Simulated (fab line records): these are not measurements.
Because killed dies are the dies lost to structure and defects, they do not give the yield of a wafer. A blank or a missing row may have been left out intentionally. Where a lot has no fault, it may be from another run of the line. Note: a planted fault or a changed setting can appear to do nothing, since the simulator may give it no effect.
fab line records	flow n5-finfet
[record] lots = 24	wafers = 72	last-day = 18
route steps=1938 shown HKMG_FIN@445 GATE_CUT@467
lots that met no fault: taken from a fault-free run of the same line
start-h: hours from the record's first day to the start of the lot's first wafer shown	wait-h: time in hours since the lot's previous step	" as in the row above	L1.1+2: a row that stands for several wafers	- no value, or no start was given	* or withheld: withheld	< > ~ a bound
route shown NAME@n: NAME is a module with steps in the file, n the number in the route of the first one	usual: mean/standard deviation taken from wafers without a fault	same: alike in all rows	chamber/n: place in a boat	sites: readings site by site	_std_site: how widely they spread, as a standard deviation	_edge_site: the outer-site mean with the inner-site mean subtracted	radius-mm: for every site, how far away it sits from the centre of the wafer	mask NAME#n: copy n	behind: tool/chamber where the wafer was last shaped	hold: reason for holding the lot/hours on hold/outcome of the hold	device: which transistor (n, p or np) failed to switch	end of line: at the end of the route, the tests of the same wafers	step lacking rows: just its recipe	killed: at the first sort, the dies lost to defects and structure; wafer yield is something else	map: shows each die of a wafer: x if killed, . if not, _ if none is there
set.NAME: the setting the step ran with; set.NAME@STEP: the setting that earlier step ran with	model.NAME: the simulator's own value behind a step, which no gauge read
steps of the route over a sample of lots; a table a step, a row a wafer
services: a tool's chamber out of use, with start hour (start-h, from the record's first day; less than 0 if before it), hours out, and reason
[[steps]]
[step N5_HKMG_FIN_STRIP_89]
[recipe] chemistry = N2/H2	material = SOC	time-s = 20	power-w = 500	temp-c = 40	pressure-mtorr = 50	rf-frequency-hz = 6e+07	bias-power-w = 8	h2-frac = 0.5	n2-flow-sccm = 300	h2-flow-sccm = 300
[usual] drypump-motor-current-A = 5.7/0.47	oes-product-au = 0.82/0.068	rf-vpp-V = 54.2/0.77	showerhead-plenum-p-Torr = 3.32/0.091	throttle-valve-pct = 19.0/0.5
lot.wafer	tool	chamber	start-h	wait-h	drypump-motor-current-A	oes-product-au	rf-hours-counter-h	rf-vpp-V	showerhead-plenum-p-Torr	throttle-valve-pct
L074.3	rie-diel-02	3	77.52	0.0	5.9	0.80	94	53.6	3.54	18.6
L074.4	"	1	"	"	6.1	0.80	101	53.8	3.23	18.6
L074.6	"	2	"	"	5.7	0.99	-	52.9	3.32	20.0
L075.1	rie-diel-04	2	82.77	0.0	4.7	0.92	21	55.1	3.43	18.5
L075.3	"	0	"	"	6.2	0.91	11	54.8	3.29	18.7
L075.5	"	2	"	"	4.7	0.92	-	54.0	3.43	18.5
L076.3	rie-diel-04	1	89.15	0.0	5.4	0.79	116	54.2	3.27	19.7
L076.5	"	3	"	"	5.5	0.86	-	54.6	3.40	18.6
L076.6	"	0	"	"	6.2	0.91	-	54.1	3.29	18.7
L077.1	rie-diel-02	0	97.60	0.0	5.3	0.73	165	53.7	3.35	19.3
L077.2	"	3	"	"	5.9	0.79	101	54.2	3.53	18.6
L077.6	"	3	"	"	5.9	0.79	-	54.4	3.53	18.6
L078.3	rie-diel-02	1	100.70	0.0	6.1	0.80	110	54.1	3.23	18.7
L078.5	"	2	"	"	5.7	0.96	-	53.0	3.32	20.0
L078.6	"	1	"	"	6.1	0.80	-	53.5	3.23	18.6
L079.2	rie-diel-01	0	111.48	0.0	6.2	0.89	35	54.9	3.27	18.7
L079.3	"	3	"	"	6.1	0.81	87	52.9	3.26	18.8
L079.6	"	3	"	"	6.2	0.80	-	54.2	3.26	18.8
L080.1	rie-diel-01	2	112.29	0.0	5.7	0.79	97	53.5	3.40	19.5
L080.2	"	0	"	"	6.2	0.89	36	53.6	3.27	18.7
L080.3	"	3	"	"	6.2	0.79	88	53.4	3.26	18.8
L081.1	rie-diel-01	2	121.15	0.0	5.6	0.79	102	53.5	3.40	19.5
L081.3	"	0	"	"	6.3	0.88	41	54.4	3.27	18.7
L081.6	"	0	"	"	6.3	0.88	-	52.7	3.27	18.7
L082.4	rie-diel-02	1	127.01	0.0	6.2	0.77	123	53.4	3.22	18.7
L082.5	"	3	"	"	5.9	0.78	-	53.1	3.52	18.6
L082.6	"	0	"	"	5.2	0.71	-	55.2	3.34	19.3
L083.3	rie-diel-01	0	132.89	0.0	6.2	0.87	48	53.2	3.26	18.7
L083.4	"	2	"	"	5.6	0.77	109	53.2	3.40	19.5
L083.6	"	2	"	"	5.6	0.78	-	55.2	3.40	19.5
L084.1	rie-diel-04	3	141.84	0.0	5.5	0.86	39	54.1	3.39	18.6
L084.4	"	2	"	"	4.8	0.90	29	54.1	3.42	18.5
L084.6	"	2	"	"	4.7	0.90	-	53.6	3.42	18.5
L085.2	rie-diel-01	0	142.38	0.0	6.3	0.86	51	53.2	3.26	18.7
L085.3	"	1	"	"	5.0	0.69	242	53.1	3.16	19.0
L085.4	"	3	"	"	6.2	0.77	100	54.2	3.25	18.8
L086.1	rie-diel-01	0	149.44	0.0	6.3	0.86	54	54.5	3.26	18.7
L086.2	"	3	"	"	6.1	0.78	103	52.7	3.25	18.8
L086.3	"	2	"	"	5.6	0.77	115	55.5	3.39	19.5
L087.1	rie-diel-04	2	155.01	0.0	4.8	0.90	34	54.8	3.42	18.5
L087.4	"	0	"	"	6.2	0.88	27	54.7	3.28	18.8
L087.5	"	0	"	"	6.1	0.90	-	53.1	3.28	18.8
L088.1	rie-diel-02	2	163.12	0.0	5.7	0.90	43	54.0	3.30	20.1
L088.3	"	1	"	"	6.2	0.77	136	54.6	3.21	18.7
L088.6	"	2	"	"	5.7	0.90	-	53.3	3.30	20.1
L089.3	rie-diel-01	2	168.61	0.0	5.6	0.76	123	54.2	3.39	19.5
L089.4	"	0	"	"	6.3	0.85	-	54.4	3.26	18.7
L089.6	"	2	"	"	5.7	0.76	-	53.8	3.39	19.5
L090.2	rie-diel-04	2	172.72	0.0	4.7	0.88	39	53.2	3.42	18.5
L090.4	"	3	"	"	5.5	0.85	49	55.8	3.39	18.6
L090.6	"	1	"	"	5.4	0.76	-	53.4	3.26	19.7
L091.2	rie-diel-04	1	181.58	0.0	5.4	0.75	140	53.2	3.25	19.7
L091.4	"	3	"	"	5.5	0.83	53	54.5	3.39	18.6
L091.5	"	3	"	"	5.5	0.84	-	54.5	3.39	18.7
L093.2	rie-diel-01	0	190.86	0.0	6.2	0.83	70	53.8	3.25	18.7
L093.4	"	2	"	"	5.7	0.75	132	54.7	3.38	19.5
L093.5	"	1	"	"	5.1	0.95	-	55.3	3.56	18.7
L092.1	rie-diel-04	3	191.80	0.0	5.5	0.83	57	54.7	3.38	18.7
L092.2	"	2	"	"	4.8	0.88	45	55.5	3.41	18.5
L092.5	"	0	"	"	6.2	0.86	-	53.9	3.27	18.8
L094.3	rie-diel-02	0	197.36	0.0	5.3	0.69	202	54.1	3.33	19.3
L094.4	"	2	"	"	5.7	0.88	54	54.6	3.29	20.1
L094.5	"	2	"	"	5.7	0.88	-	54.4	3.30	20.1
L095.2	rie-diel-04	1	205.29	0.0	5.4	0.76	149	54.1	3.25	19.7
L095.3	"	0	"	"	6.1	0.86	47	55.0	3.27	18.8
L095.5	"	2	"	"	4.8	0.87	-	52.8	3.41	18.6
L096.2	rie-diel-04	2	210.40	0.0	4.7	0.86	55	54.8	3.41	18.5
L096.4	"	1	"	"	5.4	0.76	-	53.5	3.25	19.7
L096.6	"	2	"	"	4.7	0.86	-	55.1	3.41	18.5
L097.2	rie-diel-04	0	215.52	0.0	6.2	0.85	52	54.9	3.26	18.8
L097.3	"	3	"	"	5.5	0.84	59	54.1	3.38	18.7
L097.5	"	0	"	"	6.1	0.85	-	54.7	3.27	18.8
[step N5_HKMG_FIN_ALD_71]
[recipe] material = TiN	target-thk-a = 10	temp-c = 400	ald-precursor-family = TiCl4	ald-co-reactant = NH3	pulse-time-s = 1	purge-time-s = 3	co-reactant-purge-time-s = 2	co-reactant-pulse-time-s = 2	ald-cycles = 47	pressure-torr = 3
[usual] heater-power-w = 839/78	precursor-pulse-height-rel = 1.001/0.02
[same] co-reactant-purge-time-s = 2	pulse-time-s = 1
lot.wafer	tool	chamber	start-h	wait-h	heater-power-w	precursor-pulse-height-rel
L074.3	ald-metal-04	2	78.20	0.0	840	0.983
L074.4	"	3	"	"	865	1.003
L074.6	"	2	"	"	873	0.995
L075.1	ald-metal-04	2	83.44	0.0	846	0.981
L075.3	"	0	"	"	730	1.037
L075.5	"	0	"	"	729	0.995
L076.3	ald-metal-03	0	89.82	0.0	760	1.030
L076.5	"	0	"	"	774	1.020
L076.6	"	1	"	"	816	0.992
L077.1	ald-metal-04	1	98.27	0.0	852	0.985
L077.2	"	3	"	"	870	0.969
L077.6	"	3	"	"	857	1.031
L078.3	ald-metal-03	3	101.60	0.0	781	0.981
L078.5	"	0	"	"	775	0.998
L078.6	"	1	"	"	821	1.004
L079.2	ald-metal-02	3	112.37	0.0	884	1.007
L079.3	"	0	"	"	988	0.994
L079.6	"	1	"	"	800	1.026
L080.1	ald-metal-02	1	112.97	0.0	821	1.036
L080.2	"	0	"	"	1037	0.987
L080.3	"	3	"	"	890	1.026
L081.1	ald-metal-02	2	121.82	0.0	771	1.005
L081.3	"	1	"	"	782	1.000
L081.6	"	2	"	"	763	0.976
L082.4	ald-metal-03	2	127.80	0.1	875	1.016
L082.5	"	3	"	"	784	1.018
L082.6	"	0	"	"	757	0.988
L083.3	ald-metal-04	3	133.57	0.0	876	0.990
L083.4	"	2	"	"	849	1.038
L083.6	"	3	"	"	875	1.014
L084.1	ald-metal-03	3	142.52	0.0	784	1.025
L084.4	"	2	"	"	892	0.996
L084.6	"	3	"	"	785	0.987
L085.2	ald-metal-04	2	143.06	0.0	876	1.004
L085.3	"	3	"	"	879	0.972
L085.4	"	0	"	"	735	0.979
L086.1	ald-metal-03	0	150.37	0.0	786	1.024
L086.2	"	3	"	"	763	0.992
L086.3	"	2	"	"	905	1.023
L087.1	ald-metal-04	2	155.68	0.0	874	1.021
L087.4	"	3	"	"	872	0.995
L087.5	"	2	"	"	878	0.995
L088.1	ald-metal-02	1	163.80	0.0	780	0.997
L088.3	"	0	"	"	1034	0.958
L088.6	"	3	"	"	882	0.994
L089.3	ald-metal-04	3	169.29	0.0	863	0.990
L089.4	"	1	"	"	858	1.027
L089.6	"	3	"	"	862	1.028
L090.2	ald-metal-02	0	173.40	0.0	1041	1.010
L090.4	"	2	"	"	775	0.990
L090.6	"	2	"	"	779	1.012
L091.2	ald-metal-02	3	182.25	0.0	889	1.007
L091.4	"	0	"	"	1051	1.006
L091.5	"	0	"	"	999	1.004
L093.2	ald-metal-02	3	191.60	0.0	881	1.030
L093.4	"	0	"	"	1028	1.011
L093.5	"	1	"	"	785	1.019
L092.1	ald-metal-04	0	192.48	0.0	727	0.981
L092.2	"	1	"	"	852	1.005
L092.5	"	1	"	"	831	1.000
L094.3	ald-metal-03	2	198.03	0.0	897	1.033
L094.4	"	1	"	"	865	1.017
L094.5	"	1	"	"	811	0.994
L095.2	ald-metal-03	1	205.96	0.0	819	1.005
L095.3	"	0	"	"	778	1.052
L095.5	"	0	"	"	761	0.962
L096.2	ald-metal-03	1	211.08	0.0	836	0.974
L096.4	"	3	"	"	796	1.022
L096.6	"	2	"	"	894	0.999
L097.2	ald-metal-02	1	216.19	0.0	788	1.028
L097.3	"	3	"	"	904	0.975
L097.5	"	1	"	"	804	1.003
[step N5_HKMG_FIN_CMP_23]
[recipe] stop-on = SiNx	t-overpolish-s = 10	post-cmp-clean = rinse-only	down-force-psi = 4	platen-rpm = 50.289	pad-velocity-m-s = 1.0006	target-thk-nm = 46.326
[usual] motor-current-A = 12.2/1.2	overpolish-run-s = 9.98/0.19	time-to-endpoint-s = 11.9/2.4
lot.wafer	tool	chamber	start-h	wait-h	motor-current-A	overpolish-run-s	time-to-endpoint-s
L074.3	cmp-01	1	79.92	0.0	13.5	9.99	9.7
L074.4	"	3	"	"	11.9	9.99	8.0
L074.6	"	2	"	"	10.8	9.99	14.5
L075.1	cmp-01	0	85.33	0.2	12.2	10.00	10.7
L075.3	"	1	"	"	14.4	10.02	9.1
L075.5	"	2	"	"	11.5	10.00	13.6
L076.3	cmp-01	0	91.52	0.1	12.7	10.01	9.7
L076.5	"	3	"	"	12.1	10.01	10.7
L076.6	"	0	"	"	12.7	10.00	10.2
L077.1	cmp-03	1	100.09	0.0	15.1	10.01	16.3
L077.2	"	2	"	"	10.0	9.99	15.3
L077.6	"	1	"	"	14.3	10.00	10.9
L078.3	cmp-03	2	103.46	0.3	9.5	10.02	11.9
L078.6	"	3	"	"	12.1	10.00	9.7
L078.5	"	0	"	"	12.3	10.01	10.9
L079.3	cmp-03	3	114.12	0.0	12.8	10.01	12.5
L079.2	"	1	"	"	15.0	10.02	15.5
L079.6	"	3	"	"	12.6	10.01	12.8
L080.3	cmp-01	1	114.85	0.0	14.0	10.00	8.2
L080.1	"	2	"	"	11.1	10.00	14.0
L080.2	"	0	"	"	12.2	10.00	9.9
L081.1	cmp-01	3	123.73	0.2	12.1	10.01	12.2
L081.3	"	0	"	"	12.3	10.00	11.9
L081.6	"	1	"	"	13.7	10.00	13.6
L082.4	cmp-01	0	129.30	0.0	12.4	9.99	10.3
L082.5	"	0	"	"	12.5	10.00	9.1
L082.6	"	1	"	"	14.1	10.00	11.4
L083.4	cmp-01	3	135.26	0.1	11.6	10.01	10.0
L083.3	"	0	"	"	13.2	9.99	8.9
L083.6	"	3	"	"	12.2	10.00	10.2
L084.4	cmp-01	0	144.14	0.0	12.2	9.99	9.3
L084.1	"	2	"	"	11.7	10.00	14.2
L084.6	"	1	"	"	14.4	9.98	11.1
L085.3	cmp-04	3	144.69	0.0	10.8	10.01	10.4
L085.4	"	0	"	"	11.4	10.00	14.3
L085.2	"	1	"	"	13.9	10.00	12.3
L086.1	cmp-04	1	152.08	0.0	13.1	9.99	9.1
L086.3	"	3	"	"	11.5	9.98	12.0
L086.2	"	0	"	"	12.2	10.00	13.1
L087.4	cmp-04	0	157.58	0.2	12.0	9.99	13.4
L087.1	"	1	"	"	13.0	9.99	11.0
L087.5	"	2	"	"	10.7	9.99	12.9
L088.3	cmp-01	3	165.46	0.0	12.6	10.00	8.2
L088.1	"	0	"	"	12.5	10.01	7.7
L088.6	"	3	"	"	11.7	10.00	11.7
L089.4	cmp-04	3	171.10	0.2	11.2	10.00	10.4
L089.3	"	0	"	"	11.7	10.00	15.6
L089.6	"	2	"	"	11.1	10.01	11.2
L090.2	cmp-03	3	175.18	0.2	12.9	10.01	14.0
L090.4	"	0	"	"	12.0	10.01	14.7
L090.6	"	2	"	"	10.4	9.99	14.2
L091.4	cmp-03	3	184.04	0.0	12.4	10.02	9.9
L091.2	"	1	"	"	14.7	10.00	11.8
L091.5	"	0	"	"	12.5	10.01	13.8
L093.4	cmp-04	0	193.29	0.0	12.1	9.99	13.3
L093.2	"	3	"	"	10.6	10.00	13.5
L093.5	"	0	"	"	12.3	9.99	15.7
L092.2	cmp-03	1	194.50	0.4	14.7	9.99	12.5
L092.1	"	2	"	"	10.6	9.99	11.3
L092.5	"	0	"	"	11.5	10.01	11.0
L094.4	cmp-04	3	199.67	0.0	12.1	10.01	10.2
L094.3	"	1	"	"	13.1	10.02	10.2
L094.5	"	3	"	"	11.3	10.01	12.0
L095.3	cmp-01	1	207.82	0.1	13.5	10.00	11.9
L095.2	"	3	"	"	12.3	10.00	9.9
L095.5	"	1	"	"	13.7	10.01	12.3
L096.4	cmp-03	2	212.69	0.0	10.6	10.01	14.3
L096.2	"	1	"	"	14.0	10.02	14.2
L096.6	"	3	"	"	11.8	9.99	11.8
L097.3	cmp-03	0	217.99	0.2	11.6	10.01	9.0
L097.2	"	1	"	"	15.7	10.01	11.3
L097.5	"	3	"	"	12.7	10.00	8.1
[step N5_HKMG_FIN_INSPECT_28]
[recipe] inspect-instrument = darkfield	mode = post-cmp
[usual] raw-defect-count = 44/17
lot.wafer	tool	chamber	start-h	wait-h	raw-defect-count
L074.3	defect-inspect-01	-	80.64	0.0	39
L074.4	"	-	"	"	36
L074.6	"	-	"	"	18
L075.1	defect-inspect-02	-	85.88	0.0	41
L075.3	"	-	"	"	24
L075.5	"	-	"	"	24
L076.3	defect-inspect-02	-	92.16	0.0	70
L076.5	"	-	"	"	64
L076.6	"	-	"	"	70
L077.1	defect-inspect-01	-	100.80	0.0	20
L077.2	"	-	"	"	27
L077.6	"	-	"	"	36
L078.3	defect-inspect-01	-	103.93	0.0	33
L078.5	"	-	"	"	50
L078.6	"	-	"	"	46
L079.2	defect-inspect-02	-	114.83	0.0	28
L079.3	"	-	"	"	37
L079.6	"	-	"	"	69
L080.1	defect-inspect-02	-	115.56	0.0	71
L080.2	"	-	"	"	78
L080.3	"	-	"	"	58
L081.1	defect-inspect-02	-	124.29	0.0	53
L081.3	"	-	"	"	61
L081.6	"	-	"	"	66
L082.4	defect-inspect-01	-	130.01	0.0	35
L082.5	"	-	"	"	48
L082.6	"	-	"	"	71
L083.3	defect-inspect-02	-	135.89	0.0	28
L083.4	"	-	"	"	37
L083.6	"	-	"	"	44
L084.1	defect-inspect-02	-	144.85	0.0	42
L084.4	"	-	"	"	23
L084.6	"	-	"	"	35
L085.2	defect-inspect-02	-	145.41	0.0	44
L085.3	"	-	"	"	84
L085.4	"	-	"	"	73
L086.1	defect-inspect-01	-	152.79	0.0	22
L086.2	"	-	"	"	52
L086.3	"	-	"	"	32
L087.1	defect-inspect-01	-	158.13	0.0	33
L087.4	"	-	"	"	27
L087.5	"	-	"	"	44
L088.1	defect-inspect-02	-	166.17	0.0	46
L088.3	"	-	"	"	75
L088.6	"	-	"	"	66
L089.3	defect-inspect-02	-	171.65	0.0	31
L089.4	"	-	"	"	26
L089.6	"	-	"	"	58
L090.2	defect-inspect-01	-	175.73	0.0	44
L090.4	"	-	"	"	23
L090.6	"	-	"	"	20
L091.2	defect-inspect-02	-	184.75	0.0	63
L091.4	"	-	"	"	39
L091.5	"	-	"	"	49
L093.2	defect-inspect-01	-	194.00	0.0	25
L093.4	"	-	"	"	55
L093.5	"	-	"	"	50
L092.1	defect-inspect-01	-	195.06	0.0	36
L092.2	"	-	"	"	59
L092.5	"	-	"	"	22
L094.3	defect-inspect-02	-	200.38	0.0	14
L094.4	"	-	"	"	18
L094.5	"	-	"	"	38
L095.2	defect-inspect-01	-	208.45	0.0	39
L095.3	"	-	"	"	34
L095.5	"	-	"	"	41
L096.2	defect-inspect-01	-	213.40	0.0	50
L096.4	"	-	"	"	60
L096.6	"	-	"	"	78
L097.2	defect-inspect-02	-	218.54	0.0	20
L097.3	"	-	"	"	30
L097.5	"	-	"	"	13
[step N5_GATE_CUT_ETCHBACK_30]
[recipe] chemistry = Cl2/Ar	target = TiN	target-depth-a = 30	mode = isotropic	pressure-mtorr = 10	icp-w = 600	bias-w = 60	Cl2_flow_sccm = 40	Ar_flow_sccm = 60
[usual] drypump-motor-current-A = 5.8/0.35	oes-product-au = 0.77/0.12	throttle-valve-pct = 20.87/0.18
lot.wafer	tool	chamber	start-h	wait-h	drypump-motor-current-A	oes-product-au	rf-hours-counter-h	throttle-valve-pct
L074.3	rie-metal-03	1	80.89	0.0	5.4	0.87	-	20.68
L074.4	"	0	"	"	5.5	0.60	-	21.33
L074.6	"	1	"	"	5.4	0.88	-	20.71
L075.1	rie-metal-02	0	86.13	0.1	6.2	0.59	125	20.91
L075.3	"	0	"	"	6.2	0.58	-	20.91
L075.5	"	1	"	"	5.9	0.62	-	21.16
L076.3	rie-metal-02	1	92.41	0.0	5.8	0.61	-	21.15
L076.5	"	1	"	"	5.9	0.61	-	21.15
L076.6	"	0	"	"	6.2	0.58	-	20.92
L077.1	rie-metal-02	1	101.04	0.1	5.9	0.61	112	21.14
L077.2	"	0	"	"	6.2	0.59	127	20.89
L077.6	"	0	"	"	6.2	0.60	-	20.90
L078.3	rie-metal-02	1	104.18	0.0	5.8	0.62	-	21.16
L078.5	"	1	"	"	5.9	0.61	-	21.14
L078.6	"	0	"	"	6.2	0.58	-	20.90
L079.2	rie-metal-01	1	115.07	0.1	5.8	0.80	32	20.99
L079.3	"	0	"	"	6.3	0.79	-	20.61
L079.6	"	1	"	"	5.7	0.80	-	20.98
L080.1	rie-metal-01	1	115.80	0.1	5.7	0.80	33	20.97
L080.2	"	0	"	"	6.3	0.79	43	20.61
L080.3	"	1	"	"	5.7	0.80	-	20.99
L081.1	rie-metal-03	1	124.74	0.1	5.4	0.85	17	20.74
L081.3	"	1	"	"	5.4	0.85	-	20.71
L081.6	"	1	"	"	5.4	0.85	-	20.72
L082.4	rie-metal-02	1	130.26	0.0	5.9	0.62	-	21.14
L082.5	"	0	"	"	6.2	0.59	-	20.90
L082.6	"	1	"	"	5.8	0.61	-	21.16
L083.3	rie-metal-03	0	136.14	0.0	5.4	0.99	-	20.83
L083.4	"	1	"	"	5.4	0.84	-	20.71
L083.6	"	1	"	"	5.4	0.85	-	20.74
L084.1	rie-metal-02	1	145.10	0.1	5.9	0.61	115	21.15
L084.4	"	0	"	"	6.2	0.58	-	20.92
L084.6	"	0	"	"	6.2	0.59	-	20.91
L085.2	rie-metal-03	0	145.65	0.1	5.4	0.96	2	20.84
L085.3	"	0	"	"	5.5	0.97	-	20.83
L085.4	"	1	"	"	5.4	0.83	-	20.75
L086.1	rie-metal-02	1	153.03	0.1	5.9	0.60	116	21.15
L086.2	"	0	"	"	6.2	0.59	131	20.90
L086.3	"	1	"	"	5.8	0.61	-	21.15
L087.1	rie-metal-03	0	158.45	0.1	5.4	0.94	3	20.83
L087.4	"	1	"	"	5.4	0.83	-	20.73
L087.5	"	1	"	"	5.4	0.82	-	20.74
L088.1	rie-metal-01	1	166.41	0.1	5.7	0.78	37	21.00
L088.3	"	0	"	"	6.4	0.77	-	20.63
L088.6	"	1	"	"	5.7	0.78	-	21.00
L089.3	rie-metal-03	0	171.90	0.0	5.5	0.94	-	20.86
L089.4	"	1	"	"	5.4	0.83	-	20.74
L089.6	"	0	"	"	5.5	0.93	-	20.85
L090.2	rie-metal-03	1	175.97	0.1	5.4	0.82	23	20.74
L090.4	"	0	"	"	5.4	0.93	-	20.84
L090.6	"	1	"	"	5.4	0.82	-	20.73
L091.2	rie-metal-01	1	184.99	0.1	5.7	0.78	39	21.01
L091.4	"	1	"	"	5.7	0.78	-	21.01
L091.5	"	0	"	"	6.3	0.78	-	20.62
L093.2	rie-metal-03	0	194.24	0.1	5.4	0.93	6	20.85
L093.4	"	1	"	"	5.4	0.82	-	20.75
L093.5	"	1	"	"	5.4	0.82	-	20.75
L092.1	rie-metal-01	0	195.30	0.1	6.3	0.77	50	20.63
L092.2	"	1	"	"	5.7	0.77	40	20.99
L092.5	"	0	"	"	6.3	0.78	-	20.62
L094.3	rie-metal-01	0	200.63	0.0	6.3	0.77	-	20.62
L094.4	"	1	"	"	5.7	0.78	-	21.01
L094.5	"	1	"	"	5.7	0.77	-	21.00
L095.2	rie-metal-03	0	208.69	0.1	5.5	0.91	7	20.85
L095.3	"	1	"	"	5.4	0.82	-	20.76
L095.5	"	1	"	"	5.4	0.82	-	20.76
L096.2	rie-metal-03	1	213.65	0.1	5.4	0.81	26	20.75
L096.4	"	0	"	"	5.4	0.91	-	20.85
L096.6	"	0	"	"	5.4	0.91	-	20.83
L097.2	rie-metal-03	1	218.78	0.1	5.4	0.81	27	20.74
L097.3	"	0	"	"	5.4	0.90	-	20.86
L097.5	"	0	"	"	5.5	0.91	-	20.87
[step N5_GATE_CUT_HM_DEP_46]
[recipe] material = SiO2	target-thk-a = 1300	temp-c = 400	precursor = TEOS/O2	pressure-torr = 6.5	rf-w = 900	teos-flow-sccm = 161.4	gas = O2	flow-sccm = 2650	time-s = 26.6
[usual] heater-power-w = 551/86	showerhead-plenum-p-Torr = 8.36/0.041	showerhead-vpp-V = 1959/93	throttle-valve-pct = 18.2/1
lot.wafer	tool	chamber	start-h	wait-h	heater-power-w	showerhead-plenum-p-Torr	showerhead-vpp-V	throttle-valve-pct
L074.3	pecvd-04	0	84.05	0.0	492	8.38	1984	17.5
L074.4	"	0	"	"	511	8.43	2030	17.5
L074.6	"	1	"	"	708	8.37	2119	18.8
L075.1	pecvd-02	0	89.57	0.0	495	8.32	1986	19.8
L075.3	"	2	"	"	619	8.40	1754	16.4
L075.5	"	1	"	"	395	8.28	1882	18.4
L076.3	pecvd-03	0	95.83	0.0	624	8.38	1954	18.1
L076.5	"	1	"	"	563	8.29	1983	18.2
L076.6	"	2	"	"	538	8.36	1916	19.9
L077.1	pecvd-04	1	104.05	0.0	590	8.37	2093	18.9
L077.2	"	0	"	"	594	8.40	1980	17.6
L077.6	"	0	"	"	593	8.42	2016	17.5
L078.3	pecvd-04	1	107.24	0.0	633	8.38	2086	19.3
L078.5	"	0	"	"	593	8.40	2010	17.4
L078.6	"	1	"	"	656	8.36	2081	19.2
L079.2	pecvd-04	2	118.29	0.0	595	8.37	1897	16.9
L079.3	"	0	"	"	471	8.41	2029	17.6
L079.6	"	1	"	"	669	8.39	2149	19.3
L080.1	pecvd-04	2	124.08	0.0	554	8.38	1884	16.8
L080.2	"	1	"	"	716	8.37	2058	19.3
L080.3	"	0	"	"	505	8.41	1975	17.7
L081.1	pecvd-04	1	127.93	0.0	571	8.39	2054	19.2
L081.3	"	0	"	"	469	8.40	2015	17.4
L081.6	"	0	"	"	493	8.39	2027	17.5
L082.4	pecvd-03	0	133.30	0.1	635	8.41	1945	18.0
L082.5	"	1	"	"	531	8.27	1949	18.3
L082.6	"	2	"	"	530	8.37	1936	19.8
L083.3	pecvd-04	1	139.32	0.0	705	8.37	2085	19.1
L083.4	"	1	"	"	699	8.38	2093	19.2
L083.6	"	2	"	"	503	8.37	1859	17.0
L084.1	pecvd-02	1	148.65	0.0	445	8.31	1872	18.4
L084.4	"	0	"	"	511	8.33	1999	19.4
L084.6	"	1	"	"	325	8.27	1910	18.7
L085.2	pecvd-04	2	148.81	0.0	574	8.36	1892	17.2
L085.3	"	1	"	"	602	8.35	2061	19.3
L085.4	"	0	"	"	498	8.40	1981	17.3
L086.1	pecvd-04	1	156.08	0.0	670	8.38	2096	19.3
L086.2	"	0	"	"	507	8.43	1980	17.6
L086.3	"	0	"	"	512	8.41	1997	17.2
L087.1	pecvd-04	1	161.66	0.0	637	8.39	2065	19.3
L087.4	"	0	"	"	577	8.39	1972	17.5
L087.5	"	2	"	"	585	8.35	1900	17.2
L088.1	pecvd-02	1	169.41	0.0	410	8.27	1866	18.6
L088.3	"	0	"	"	486	8.34	1970	19.4
L088.6	"	2	"	"	567	8.39	1793	16.8
L089.3	pecvd-03	1	175.08	0.0	488	8.29	1996	18.2
L089.4	"	2	"	"	470	8.36	1938	20.1
L089.6	"	1	"	"	512	8.27	1992	18.1
L090.2	pecvd-02	1	178.97	0.0	438	8.29	1860	18.5
L090.4	"	1	"	"	439	8.27	1880	18.2
L090.6	"	2	"	"	548	8.43	1744	16.5
L091.2	pecvd-03	1	188.16	0.0	494	8.27	1973	18.3
L091.4	"	2	"	"	553	8.36	1929	20.1
L091.5	"	0	"	"	646	8.40	1930	17.9
L093.2	pecvd-04	1	197.24	0.0	730	8.38	2080	19.4
L093.4	"	0	"	"	586	8.43	2018	17.9
L093.5	"	2	"	"	501	8.38	1901	17.1
L092.1	pecvd-04	1	198.33	0.0	613	8.40	2070	19.3
L092.2	"	0	"	"	584	8.40	1989	18.2
L092.5	"	1	"	"	629	8.35	2069	19.1
L094.3	pecvd-04	1	203.88	0.0	694	8.39	2109	19.0
L094.4	"	0	"	"	535	8.39	2007	17.6
L094.5	"	2	"	"	556	8.34	1901	17.1
L095.2	pecvd-04	2	211.72	0.0	636	8.37	1869	17.1
L095.3	"	1	"	"	566	8.39	2125	19.1
L095.5	"	0	"	"	565	8.43	2013	17.6
L096.2	pecvd-02	2	216.76	0.0	482	8.40	1753	16.8
L096.4	"	1	"	"	343	8.30	1904	18.4
L096.6	"	2	"	"	487	8.38	1758	16.5
L097.2	pecvd-02	1	221.98	0.0	341	8.30	1889	18.6
L097.3	"	2	"	"	535	8.39	1751	16.7
L097.5	"	2	"	"	544	8.40	1759	16.7
[[services]]
tool	chamber	start-h	hours	kind
rie-diel-04	3	58.26	5.1	repair
rie-diel-01	0	61.42	4.9	repair
cmp-04	-	61.93	2.5	repair
rie-diel-02	-	63.20	0.4	repair
pecvd-04	-	80.50	2.7	repair
rie-diel-04	2	85.92	7.1	repair
rie-diel-01	0	90.34	2.5	repair
rie-diel-04	-	93.97	28.1	pm
ald-metal-04	-	117.95	8.7	pm
cmp-03	-	120.08	4.0	pm
rie-metal-02	-	120.62	4.0	pm
rie-diel-01	3	123.27	6.5	repair
ald-metal-03	1	127.24	24.1	repair
rie-diel-04	-	131.45	0.3	repair
ald-metal-04	-	137.10	0.7	repair
cmp-03	-	141.99	5.0	pm
cmp-01	-	192.95	5.0	pm
rie-diel-01	-	196.61	0.9	repair
rie-diel-04	3	198.02	17.3	repair
cmp-03	-	201.61	1.2	repair
cmp-03	-	206.51	0.8	repair
cmp-01	-	208.40	13.1	pm
rie-metal-02	-	210.06	10.0	pm
rie-diel-04	1	221.06	3.8	repair
[[key]]
fault none
